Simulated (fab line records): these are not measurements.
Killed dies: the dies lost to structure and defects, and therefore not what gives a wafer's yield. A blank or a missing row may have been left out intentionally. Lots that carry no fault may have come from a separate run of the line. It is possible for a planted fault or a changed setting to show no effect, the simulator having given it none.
fab line records	flow n5_finfet
[record] lots = 24	wafers = 72	last_day = 17
route steps=1938 shown BEOL_M3@1002 BEOL_M4@1064
lots that met no fault: taken from a fault-free run of the same line
start_h: start of the lot's first displayed wafer, in hours after the record's first day	wait_h: hours from the lot's prior step to this one	" the same as in the row above	L1.1+2: a row that stands for several wafers	- value missing, or start not given	* or withheld: withheld	< > ~ a bound
route shown NAME@n: a module of which the file shows steps, and the number in the route of the first	usual: mean and standard deviation over wafers with no fault	same: alike in all rows	chamber/n: place in a boat	sites: each site's reading	_std_site: standard deviation of those values	_edge_site: mean of outer sites minus mean of inner sites	radius_mm: how far each site lies from the wafer's centre	mask NAME#n: copy n	behind: the most recent tool/chamber to have shaped the wafer	hold: what put the lot on hold/how long, in hours/how the hold closed	device: the transistor (n, p or np) that didn't switch	end of line: the tests these same wafers got at the end of their route	for a step that has no rows: nothing shown but its recipe	killed: dies lost to structure and defects at the first sort, not the wafer's yield	map: a wafer's dies, marking killed ones x, the rest . and places with no die _
set.NAME: the setting that was run; set.NAME@STEP: the one run at that earlier step	model.NAME: the simulator's own value behind a step, which no gauge read
route steps across a sampled set of lots; one table per step, one row per wafer
services: a tool's chamber out of use, with start hour (start_h, from the record's first day; less than 0 if before it), hours out, and reason
[[steps]]
[step N5_BEOL_M3_SPUTTER_88]
[recipe] material = Cu	target_thk_a = 45	temp_c = -20	chamber_pressure_pa = 0.07	power_w = withheld	time_s = 8.29
[usual] chuck_gas_flow_sccm = 1.26/0.054	throttle_valve_pct = 30.3/1.1
lot.wafer	tool	chamber	start_h	wait_h	chuck_gas_flow_sccm	throttle_valve_pct
L074.1	pvd_sputter-02	-	147.19	0.1	1.23	30.3
L074.3	"	-	"	"	1.27	31.4
L074.6	"	-	"	"	1.21	30.3
L076.1	pvd_sputter-02	-	157.64	0.1	1.32	30.4
L076.4	"	-	"	"	1.20	31.6
L076.6	"	-	"	"	1.24	28.9
L075.1	pvd_sputter-02	-	159.78	0.1	1.27	30.0
L075.3	"	-	"	"	1.34	31.4
L075.6	"	-	"	"	1.24	30.1
L077.2	pvd_sputter-03	-	182.95	0.1	1.25	29.1
L077.3	"	-	"	"	1.28	28.3
L077.5	"	-	"	"	1.21	31.8
L079.2	pvd_sputter-01	-	186.99	0.1	1.26	29.3
L079.4	"	-	"	"	1.31	31.4
L079.6	"	-	"	"	1.25	30.8
L078.1	pvd_sputter-03	-	187.44	0.1	1.20	30.2
L078.2	"	-	"	"	1.36	31.7
L078.5	"	-	"	"	1.18	28.2
L080.1	pvd_sputter-02	-	190.60	0.1	1.29	29.8
L080.4	"	-	"	"	1.31	29.0
L080.5	"	-	"	"	1.37	31.4
L081.3	pvd_sputter-03	-	193.10	0.1	1.23	29.0
L081.5	"	-	"	"	1.31	30.1
L081.6	"	-	"	"	1.24	28.5
L082.1	pvd_sputter-01	-	193.88	0.1	1.24	31.0
L082.2	"	-	"	"	1.19	31.4
L082.5	"	-	"	"	1.28	31.1
L083.2	pvd_sputter-03	-	196.98	0.1	1.27	30.3
L083.3	"	-	"	"	1.21	29.2
L083.4	"	-	"	"	1.23	28.6
L084.1	pvd_sputter-02	-	200.22	0.1	1.19	30.2
L084.2	"	-	"	"	1.23	29.9
L084.3	"	-	"	"	1.23	31.3
L085.1	pvd_sputter-02	-	220.17	0.1	1.26	29.7
L085.2	"	-	"	"	1.28	29.2
L085.3	"	-	"	"	1.19	31.3
L086.1	pvd_sputter-01	-	230.94	0.1	1.24	30.9
L086.2	"	-	"	"	1.21	31.5
L086.4	"	-	"	"	1.34	30.9
L087.1	pvd_sputter-03	-	233.91	0.1	1.20	29.1
L087.5	"	-	"	"	1.28	30.4
L087.6	"	-	"	"	1.32	31.7
L088.2	pvd_sputter-01	-	233.92	0.1	1.25	29.5
L088.3	"	-	"	"	1.31	30.9
L088.5	"	-	"	"	1.25	29.5
L089.2	pvd_sputter-02	-	244.73	0.1	1.32	31.6
L089.5	"	-	"	"	1.23	30.4
L089.6	"	-	"	"	1.26	31.7
L090.1	pvd_sputter-03	-	245.34	0.1	1.31	30.2
L090.3	"	-	"	"	1.29	31.5
L090.4	"	-	"	"	1.28	28.6
L091.1	pvd_sputter-02	-	246.65	0.1	1.27	29.0
L091.2	"	-	"	"	1.24	31.5
L091.6	"	-	"	"	1.28	31.6
L092.1	pvd_sputter-02	-	256.54	0.1	1.13	29.0
L092.2	"	-	"	"	1.28	30.3
L092.4	"	-	"	"	1.20	31.5
L093.2	pvd_sputter-03	-	262.77	0.1	1.28	28.3
L093.5	"	-	"	"	1.22	31.8
L093.6	"	-	"	"	1.26	30.1
L094.3	pvd_sputter-02	-	271.67	0.1	1.19	29.0
L094.4	"	-	"	"	1.33	29.9
L094.5	"	-	"	"	1.32	28.9
L095.1	pvd_sputter-01	-	279.86	0.1	1.22	31.4
L095.2	"	-	"	"	1.30	29.5
L095.6	"	-	"	"	1.29	29.6
L096.1	pvd_sputter-01	-	285.11	0.1	1.28	30.7
L096.2	"	-	"	"	1.22	29.8
L096.5	"	-	"	"	1.25	30.7
L097.1	pvd_sputter-03	-	288.89	0.1	1.31	31.7
L097.2	"	-	"	"	1.21	28.2
L097.5	"	-	"	"	1.23	31.9
[step N5_BEOL_M3_PRE_CLEAN_60]
[recipe] gas = NH3/H2	time_s = 15	temp_c = *	rf_power_w = 300
[usual] heater_power_w = 82/7.6	rf_fwd_power_W = 296.8/1.4
lot.wafer	tool	chamber	start_h	wait_h	heater_power_w	rf_fwd_power_W
L074.1	cvd_co-02	2	149.31	0.1	88	293.7
L074.3	"	1	"	"	75	296.8
L074.6	"	1	"	"	75	295.8
L076.1	cvd_co-02	2	159.36	0.0	89	295.2
L076.4	"	2	"	"	90	295.6
L076.6	"	1	"	"	74	298.7
L075.1	cvd_co-01	2	161.63	0.2	70	296.4
L075.3	"	0	"	"	91	295.4
L075.6	"	2	"	"	71	296.9
L077.2	cvd_co-02	1	184.65	0.0	76	297.7
L077.3	"	0	"	"	87	298.7
L077.5	"	2	"	"	87	294.3
L079.2	cvd_co-01	1	188.73	0.0	77	297.7
L079.4	"	1	"	"	76	297.4
L079.6	"	2	"	"	71	297.0
L078.1	cvd_co-02	1	189.23	0.0	76	298.2
L078.2	"	2	"	"	90	294.3
L078.5	"	2	"	"	88	294.5
L080.1	cvd_co-01	1	192.32	0.0	75	297.0
L080.4	"	0	"	"	94	295.7
L080.5	"	1	"	"	76	297.7
L081.3	cvd_co-02	1	194.80	0.0	75	296.1
L081.5	"	1	"	"	76	296.9
L081.6	"	0	"	"	85	298.0
L082.1	cvd_co-02	0	195.58	0.0	84	297.0
L082.2	"	2	"	"	90	295.0
L082.5	"	2	"	"	90	296.0
L083.2	cvd_co-01	0	198.69	0.0	90	296.0
L083.3	"	2	"	"	70	296.9
L083.4	"	0	"	"	92	298.0
L084.1	cvd_co-02	0	202.38	0.0	85	298.0
L084.2	"	2	"	"	90	294.2
L084.3	"	1	"	"	75	297.1
L085.1	cvd_co-02	0	222.14	0.0	89	296.8
L085.2	"	2	"	"	90	293.2
L085.3	"	1	"	"	74	296.0
L086.1	cvd_co-01	1	232.77	0.0	76	297.9
L086.2	"	0	"	"	92	296.0
L086.4	"	1	"	"	78	296.5
L087.1	cvd_co-01	1	235.62	0.0	76	297.4
L087.5	"	1	"	"	77	297.8
L087.6	"	2	"	"	69	298.1
L088.2	cvd_co-02	1	235.63	0.0	75	296.8
L088.3	"	0	"	"	84	298.4
L088.5	"	1	"	"	77	297.2
L089.2	cvd_co-01	1	246.43	0.0	76	297.3
L089.5	"	2	"	"	71	297.4
L089.6	"	1	"	"	76	296.8
L090.1	cvd_co-02	0	247.22	0.0	86	299.2
L090.3	"	2	"	"	88	296.0
L090.4	"	1	"	"	75	297.7
L091.1	cvd_co-02	2	248.37	0.0	90	294.5
L091.2	"	1	"	"	77	297.2
L091.6	"	2	"	"	88	294.4
L092.1	cvd_co-01	0	258.27	0.0	92	294.8
L092.2	"	1	"	"	78	296.0
L092.4	"	1	"	"	78	296.6
L093.2	cvd_co-02	1	264.48	0.0	78	297.3
L093.5	"	2	"	"	92	295.5
L093.6	"	1	"	"	74	296.7
L094.3	cvd_co-01	1	273.54	0.0	76	296.4
L094.4	"	0	"	"	95	297.1
L094.5	"	2	"	"	70	298.4
L095.1	cvd_co-02	1	281.66	0.1	75	297.3
L095.2	"	2	"	"	89	296.5
L095.6	"	0	"	"	85	297.8
L096.1	cvd_co-02	2	287.09	0.0	91	293.4
L096.2	"	0	"	"	84	297.1
L096.5	"	2	"	"	90	293.9
L097.1	cvd_co-02	1	290.62	0.0	77	298.6
L097.2	"	0	"	"	86	297.6
L097.5	"	2	"	"	89	294.4
[step N5_BEOL_M4_ETCH_70]
[recipe] chemistry = N2/H2	target = SOC	target_depth_a = 800	overetch_a = 240	mask_material = SiARC	temp_c = 40	time_s = 130	ion_energy_ev = 200	pressure_mtorr = 30	source_w = 840	bias_w = 150	n2_flow_sccm = 200	h2_flow_sccm = 200
[usual] drypump_motor_current_A = 5.7/0.43	oes_product_au = 0.58/0.065	rf_fwd_power_W = 835.7/2.6	rf_vpp_V = 523.2/2.8	showerhead_plenum_p_Torr = 2.52/0.095	throttle_valve_pct = 17.74/0.19
lot.wafer	tool	chamber	start_h	wait_h	drypump_motor_current_A	oes_product_au	rf_fwd_power_W	rf_hours_counter_h	rf_vpp_V	showerhead_plenum_p_Torr	throttle_valve_pct
L074.1	rie_diel-06	0	154.83	0.0	5.1	0.53	837.3	225	524.4	2.61	18.00
L074.3	"	2	"	"	5.6	0.51	833.5	249	519.0	2.40	17.85
L074.6	"	2	"	"	5.7	0.50	835.4	-	519.6	2.40	17.87
L076.1	rie_diel-03	1	163.47	0.0	5.3	0.72	835.7	3	527.2	2.61	17.82
L076.4	"	0	"	"	6.1	0.60	837.1	98	521.0	2.45	17.65
L076.6	"	3	"	"	5.6	0.65	833.9	-	521.7	2.48	17.68
L075.1	rie_diel-03	0	166.43	0.0	6.1	0.60	837.4	98	520.3	2.45	17.68
L075.3	"	1	"	"	5.3	0.72	838.3	3	526.2	2.61	17.81
L075.6	"	1	"	"	5.3	0.72	832.0	-	526.8	2.61	17.83
L077.2	rie_diel-03	3	188.28	0.0	5.6	0.64	831.1	46	522.5	2.48	17.69
L077.3	"	2	"	"	6.2	0.53	836.3	174	520.5	2.44	17.97
L077.5	"	2	"	"	6.2	0.54	839.2	-	520.6	2.44	17.98
L079.2	rie_diel-03	1	191.43	0.0	5.3	0.69	835.7	14	525.2	2.60	17.82
L079.4	"	0	"	"	6.1	0.59	835.1	108	521.2	2.45	17.69
L079.6	"	1	"	"	5.3	0.70	839.4	-	524.1	2.60	17.85
L078.1	rie_diel-06	0	194.40	0.0	5.0	0.52	835.0	242	524.5	2.61	18.04
L078.2	"	3	"	"	6.4	0.53	837.3	206	521.0	2.41	17.72
L078.5	"	0	"	"	5.0	0.51	836.7	-	526.4	2.61	18.05
L081.3	rie_diel-03	0	197.56	0.0	6.1	0.58	835.1	110	522.1	2.45	17.71
L081.5	"	2	"	"	6.2	0.54	837.2	-	519.8	2.44	17.98
L081.6	"	3	"	"	5.6	0.64	836.1	-	521.4	2.48	17.70
L080.1	rie_diel-06	1	197.78	0.0	5.4	0.55	836.6	145	522.8	2.53	17.42
L080.4	"	0	"	"	5.0	0.51	833.7	244	525.0	2.61	18.04
L080.5	"	2	"	"	5.6	0.71	838.7	-	528.4	2.72	17.49
L082.1	rie_diel-03	1	198.03	0.0	5.3	0.69	837.4	15	526.7	2.60	17.86
L082.2	"	3	"	"	5.6	0.64	831.0	48	521.5	2.48	17.71
L082.5	"	2	"	"	6.2	0.54	839.9	-	519.8	2.44	17.99
L083.2	rie_diel-06	3	210.26	0.0	6.4	0.52	832.3	211	519.2	2.41	17.74
L083.3	"	1	"	"	5.4	0.56	832.4	148	524.2	2.53	17.41
L083.4	"	0	"	"	5.0	0.51	835.1	247	526.0	2.60	18.04
L084.1	rie_diel-06	0	217.04	0.0	5.1	0.51	832.2	249	527.0	2.60	18.05
L084.2	"	1	"	"	5.4	0.56	836.5	151	523.1	2.53	17.41
L084.3	"	3	"	"	6.4	0.53	834.8	213	520.7	2.41	17.75
L085.1	rie_diel-06	3	226.69	0.0	6.4	0.51	838.2	217	520.7	2.40	17.75
L085.2	"	2	"	"	5.6	0.68	834.1	14	528.8	2.72	17.50
L085.3	"	1	"	"	5.4	0.55	834.8	154	523.9	2.53	17.43
L086.1	rie_diel-05	2	237.52	0.0	5.7	0.54	839.9	205	527.9	2.62	17.48
L086.2	"	0	"	"	5.7	0.52	836.5	211	523.2	2.51	17.85
L086.4	"	1	"	"	5.2	0.53	841.0	207	522.1	2.52	17.94
L088.2	rie_diel-06	1	239.46	0.0	5.4	0.55	835.5	161	523.4	2.53	17.44
L088.3	"	3	"	"	6.4	0.52	839.1	223	518.6	2.40	17.76
L088.5	"	2	"	"	5.6	0.67	835.5	-	528.3	2.71	17.50
L087.1	rie_diel-03	1	242.88	0.0	5.3	0.67	836.2	32	524.4	2.60	17.90
L087.5	"	3	"	"	5.6	0.63	831.5	-	522.4	2.47	17.72
L087.6	"	2	"	"	6.2	0.53	835.6	-	519.7	2.43	18.03
L089.2	rie_diel-03	0	257.48	0.0	6.1	0.58	841.0	128	520.6	2.44	17.72
L089.5	"	3	"	"	5.6	0.62	832.4	-	521.4	2.47	17.74
L089.6	"	2	"	"	6.2	0.52	836.9	-	520.7	2.43	18.02
L090.1	rie_diel-03	0	257.95	0.0	6.1	0.57	836.2	129	522.3	2.44	17.72
L090.3	"	2	"	"	6.2	0.53	832.1	200	520.3	2.43	18.02
L090.4	"	1	"	"	5.3	0.66	835.6	37	526.7	2.59	17.87
L091.1	rie_diel-03	3	259.63	0.0	5.6	0.61	840.8	71	520.8	2.47	17.72
L091.2	"	1	"	"	5.3	0.65	838.9	37	524.2	2.59	17.90
L091.6	"	2	"	"	6.2	0.52	835.0	-	521.4	2.43	18.02
L092.1	rie_diel-05	0	262.98	0.0	5.7	0.51	830.3	221	524.4	2.51	17.86
L092.2	"	2	"	"	5.7	0.53	837.9	216	526.2	2.61	17.51
L092.4	"	3	"	"	5.2	0.62	840.6	44	523.8	2.48	17.88
L093.2	rie_diel-05	0	269.06	0.0	5.7	0.51	838.0	223	523.6	2.51	17.87
L093.5	"	1	"	"	5.2	0.52	833.5	-	522.9	2.51	17.97
L093.6	"	2	"	"	5.6	0.53	838.8	-	526.9	2.61	17.52
L094.3	rie_diel-06	2	277.81	0.0	5.7	0.65	835.6	36	528.3	2.71	17.54
L094.4	"	1	"	"	5.4	0.55	836.6	174	522.8	2.52	17.47
L094.5	"	1	"	"	5.4	0.54	835.7	-	522.1	2.52	17.45
L095.1	rie_diel-03	1	286.16	0.0	5.3	0.64	835.0	47	524.8	2.59	17.90
L095.2	"	0	"	"	6.1	0.56	832.4	140	521.0	2.43	17.74
L095.6	"	1	"	"	5.3	0.64	835.9	-	524.0	2.59	17.91
L096.1	rie_diel-06	2	302.78	0.0	5.7	0.64	836.2	44	527.4	2.70	17.56
L096.2	"	0	"	"	5.1	0.67	833.6	19	525.7	2.59	17.66
L096.5	"	2	"	"	5.7	0.64	833.7	-	530.1	2.70	17.55
L097.1	rie_diel-06	1	306.11	0.0	5.4	0.53	834.1	183	523.2	2.52	17.47
L097.2	"	2	"	"	5.6	0.65	830.0	45	528.7	2.70	17.54
L097.5	"	0	"	"	5.0	0.67	838.7	-	526.1	2.59	17.65
[step N5_BEOL_M4_PRE_CLEAN_45]
[recipe] gas = H2/He	time_s = 30	temp_c = 250
[usual] heater_power_w = 357/52
lot.wafer	tool	chamber	start_h	wait_h	heater_power_w
L074.1	pvd_sputter-01	-	155.65	0.0	420
L074.3	"	-	"	"	350
L074.6	"	-	"	"	343
L076.1	pvd_sputter-02	-	164.06	0.0	312
L076.4	"	-	"	"	312
L076.6	"	-	"	"	452
L075.1	pvd_sputter-03	-	167.30	0.0	388
L075.3	"	-	"	"	282
L075.6	"	-	"	"	378
L077.2	pvd_sputter-01	-	188.88	0.0	418
L077.3	"	-	"	"	361
L077.5	"	-	"	"	412
L079.2	pvd_sputter-02	-	192.46	0.0	370
L079.4	"	-	"	"	357
L079.6	"	-	"	"	372
L078.1	pvd_sputter-02	-	195.52	0.0	452
L078.2	"	-	"	"	301
L078.5	"	-	"	"	361
L081.3	pvd_sputter-02	-	198.40	0.0	474
L081.5	"	-	"	"	315
L081.6	"	-	"	"	460
L080.1	pvd_sputter-03	-	198.54	0.0	378
L080.4	"	-	"	"	269
L080.5	"	-	"	"	272
L082.1	pvd_sputter-03	-	198.64	0.0	371
L082.2	"	-	"	"	311
L082.5	"	-	"	"	305
L083.2	pvd_sputter-02	-	211.16	0.0	317
L083.3	"	-	"	"	362
L083.4	"	-	"	"	356
L084.1	pvd_sputter-03	-	217.64	0.0	389
L084.2	"	-	"	"	377
L084.3	"	-	"	"	275
L085.1	pvd_sputter-03	-	227.64	0.0	271
L085.2	"	-	"	"	308
L085.3	"	-	"	"	383
L086.1	pvd_sputter-03	-	238.77	0.0	386
L086.2	"	-	"	"	393
L086.4	"	-	"	"	316
L088.2	pvd_sputter-01	-	241.15	0.0	418
L088.3	"	-	"	"	361
L088.5	"	-	"	"	345
L087.1	pvd_sputter-02	-	243.69	0.0	348
L087.5	"	-	"	"	465
L087.6	"	-	"	"	303
L089.2	pvd_sputter-03	-	258.21	0.0	376
L089.5	"	-	"	"	275
L089.6	"	-	"	"	305
L090.1	pvd_sputter-03	-	258.55	0.0	382
L090.3	"	-	"	"	313
L090.4	"	-	"	"	378
L091.1	pvd_sputter-01	-	260.69	0.0	345
L091.2	"	-	"	"	421
L091.6	"	-	"	"	411
L092.1	pvd_sputter-02	-	263.64	0.0	456
L092.2	"	-	"	"	375
L092.4	"	-	"	"	312
L093.2	pvd_sputter-02	-	269.99	0.0	359
L093.5	"	-	"	"	360
L093.6	"	-	"	"	302
L094.3	pvd_sputter-01	-	278.76	0.0	406
L094.4	"	-	"	"	429
L094.5	"	-	"	"	418
L095.1	pvd_sputter-03	-	286.86	0.0	395
L095.2	"	-	"	"	321
L095.6	"	-	"	"	283
L096.1	pvd_sputter-03	-	303.41	0.0	304
L096.2	"	-	"	"	384
L096.5	"	-	"	"	390
L097.1	pvd_sputter-03	-	307.19	0.0	378
L097.2	"	-	"	"	320
L097.5	"	-	"	"	382
[step N5_BEOL_M4_SURFACE_TREAT_85]
[recipe] gas = Ar	time_s = *	ion_energy_ev = *	ion_current_ma_cm2 = 0.5	pressure_mtorr = *	ar_flow_sccm = 30
[usual] throttle_valve_pct = *
lot.wafer	tool	chamber	start_h	wait_h	throttle_valve_pct
L074.1	pvd_sputter-01	-	156.07	0.3	*
L074.3	"	-	"	"	*
L074.6	"	-	"	"	*
L076.1	pvd_sputter-02	-	164.35	0.1	*
L076.4	"	-	"	"	*
L076.6	"	-	"	"	*
L075.1	pvd_sputter-03	-	167.66	0.1	*
L075.3	"	-	"	"	*
L075.6	"	-	"	"	*
L077.2	pvd_sputter-01	-	189.36	0.3	*
L077.3	"	-	"	"	*
L077.5	"	-	"	"	*
L079.2	pvd_sputter-01	-	192.80	0.2	*
L079.4	"	-	"	"	*
L079.6	"	-	"	"	*
L078.1	pvd_sputter-01	-	195.86	0.2	*
L078.2	"	-	"	"	*
L078.5	"	-	"	"	*
L081.3	pvd_sputter-02	-	198.72	0.2	*
L081.5	"	-	"	"	*
L081.6	"	-	"	"	*
L080.1	pvd_sputter-03	-	199.04	0.1	*
L080.4	"	-	"	"	*
L080.5	"	-	"	"	*
L082.1	pvd_sputter-02	-	199.30	0.3	*
L082.2	"	-	"	"	*
L082.5	"	-	"	"	*
L083.2	pvd_sputter-03	-	213.38	2.1	*
L083.3	"	-	"	"	*
L083.4	"	-	"	"	*
L084.1	pvd_sputter-03	-	218.36	0.6	*
L084.2	"	-	"	"	*
L084.3	"	-	"	"	*
L085.1	pvd_sputter-03	-	228.20	0.4	*
L085.2	"	-	"	"	*
L085.3	"	-	"	"	*
L086.1	pvd_sputter-01	-	239.06	0.1	*
L086.2	"	-	"	"	*
L086.4	"	-	"	"	*
L088.2	pvd_sputter-03	-	241.44	0.1	*
L088.3	"	-	"	"	*
L088.5	"	-	"	"	*
L087.1	pvd_sputter-01	-	244.01	0.2	*
L087.5	"	-	"	"	*
L087.6	"	-	"	"	*
L089.2	pvd_sputter-03	-	258.81	0.4	*
L089.5	"	-	"	"	*
L089.6	"	-	"	"	*
L090.1	pvd_sputter-02	-	258.99	0.2	*
L090.3	"	-	"	"	*
L090.4	"	-	"	"	*
L091.1	pvd_sputter-02	-	260.99	0.1	*
L091.2	"	-	"	"	*
L091.6	"	-	"	"	*
L092.1	pvd_sputter-02	-	263.92	0.1	*
L092.2	"	-	"	"	*
L092.4	"	-	"	"	*
L093.2	pvd_sputter-03	-	270.28	0.1	*
L093.5	"	-	"	"	*
L093.6	"	-	"	"	*
L094.3	pvd_sputter-03	-	279.57	0.6	*
L094.4	"	-	"	"	*
L094.5	"	-	"	"	*
L095.1	pvd_sputter-02	-	287.20	0.2	*
L095.2	"	-	"	"	*
L095.6	"	-	"	"	*
L096.1	pvd_sputter-03	-	303.73	0.2	*
L096.2	"	-	"	"	*
L096.5	"	-	"	"	*
L097.1	pvd_sputter-03	-	307.51	0.1	*
L097.2	"	-	"	"	*
L097.5	"	-	"	"	*
[step N5_BEOL_M4_ANNEAL_80]
[recipe] temp_c = 400	time_s = 240	ambient = vacuum
[usual] heater_power_w = 913/120
lot.wafer	tool	chamber	start_h	wait_h	heater_power_w
L074.1	pvd_sputter-01	-	156.61	0.0	1012
L074.3	"	-	"	"	1068
L074.6	"	-	"	"	1086
L076.1	pvd_sputter-01	-	165.45	0.0	839
L076.4	"	-	"	"	1012
L076.6	"	-	"	"	897
L075.1	pvd_sputter-03	-	168.38	0.0	946
L075.3	"	-	"	"	677
L075.6	"	-	"	"	950
L077.2	pvd_sputter-03	-	189.90	0.0	707
L077.3	"	-	"	"	784
L077.5	"	-	"	"	687
L079.2	pvd_sputter-02	-	193.40	0.0	753
L079.4	"	-	"	"	913
L079.6	"	-	"	"	788
L078.1	pvd_sputter-01	-	196.50	0.0	901
L078.2	"	-	"	"	811
L078.5	"	-	"	"	1018
L081.3	pvd_sputter-01	-	199.27	0.0	882
L081.5	"	-	"	"	995
L081.6	"	-	"	"	1047
L080.1	pvd_sputter-01	-	201.19	0.0	1043
L080.4	"	-	"	"	862
L080.5	"	-	"	"	827
L082.1	pvd_sputter-02	-	201.48	0.0	1172
L082.2	"	-	"	"	784
L082.5	"	-	"	"	919
L083.2	pvd_sputter-03	-	214.02	0.0	969
L083.3	"	-	"	"	785
L083.4	"	-	"	"	951
L084.1	pvd_sputter-03	-	218.94	0.0	962
L084.2	"	-	"	"	774
L084.3	"	-	"	"	959
L085.1	pvd_sputter-02	-	228.99	0.0	1146
L085.2	"	-	"	"	962
L085.3	"	-	"	"	787
L086.1	pvd_sputter-03	-	239.58	0.0	775
L086.2	"	-	"	"	699
L086.4	"	-	"	"	952
L088.2	pvd_sputter-01	-	242.05	0.0	1002
L088.3	"	-	"	"	1030
L088.5	"	-	"	"	1007
L087.1	pvd_sputter-01	-	244.57	0.0	999
L087.5	"	-	"	"	989
L087.6	"	-	"	"	884
L089.2	pvd_sputter-02	-	259.37	0.0	761
L089.5	"	-	"	"	1160
L089.6	"	-	"	"	781
L090.1	pvd_sputter-03	-	259.95	0.0	958
L090.3	"	-	"	"	778
L090.4	"	-	"	"	977
L091.1	pvd_sputter-02	-	261.52	0.0	880
L091.2	"	-	"	"	923
L091.6	"	-	"	"	911
L092.1	pvd_sputter-02	-	264.73	0.0	774
L092.2	"	-	"	"	1138
L092.4	"	-	"	"	903
L093.2	pvd_sputter-03	-	271.04	0.0	783
L093.5	"	-	"	"	933
L093.6	"	-	"	"	934
L094.3	pvd_sputter-03	-	280.31	0.0	785
L094.4	"	-	"	"	957
L094.5	"	-	"	"	961
L095.1	pvd_sputter-01	-	287.72	0.0	1047
L095.2	"	-	"	"	898
L095.6	"	-	"	"	824
L096.1	pvd_sputter-01	-	304.31	0.0	910
L096.2	"	-	"	"	1046
L096.5	"	-	"	"	1019
L097.1	pvd_sputter-02	-	308.05	0.0	945
L097.2	"	-	"	"	1156
L097.5	"	-	"	"	885
[[services]]
tool	chamber	start_h	hours	kind
rie_diel-05	3	128.67	-	clean
rie_diel-05	3	128.67	-	consumable_replace:focus_ring
rie_diel-05	3	128.67	11.6	scheduled_down
rie_diel-05	3	128.67	11.6	vent_cycle
cvd_co-01	2	143.50	16.4	repair
rie_diel-06	2	158.01	-	clean
rie_diel-06	2	158.01	-	consumable_replace:focus_ring
rie_diel-06	2	158.01	-	consumable_replace:showerhead
rie_diel-06	2	158.01	24.5	scheduled_down
rie_diel-06	2	158.01	24.5	vent_cycle
cvd_co-01	-	164.81	14.6	pm
rie_diel-05	2	169.34	16.3	repair
rie_diel-05	0	170.33	5.8	repair
cvd_co-01	-	212.47	5.0	repair
rie_diel-06	0	219.61	-	clean
rie_diel-06	0	219.61	-	consumable_replace:focus_ring
rie_diel-06	0	219.61	23.5	scheduled_down
rie_diel-06	0	219.61	23.5	vent_cycle
rie_diel-03	0	223.19	7.0	repair
rie_diel-06	3	249.82	7.8	repair
rie_diel-06	1	268.25	3.5	repair
rie_diel-05	1	280.42	2.5	repair
pvd_sputter-01	-	290.79	0.8	repair
pvd_sputter-01	-	294.87	7.9	repair
[[key]]
fault none
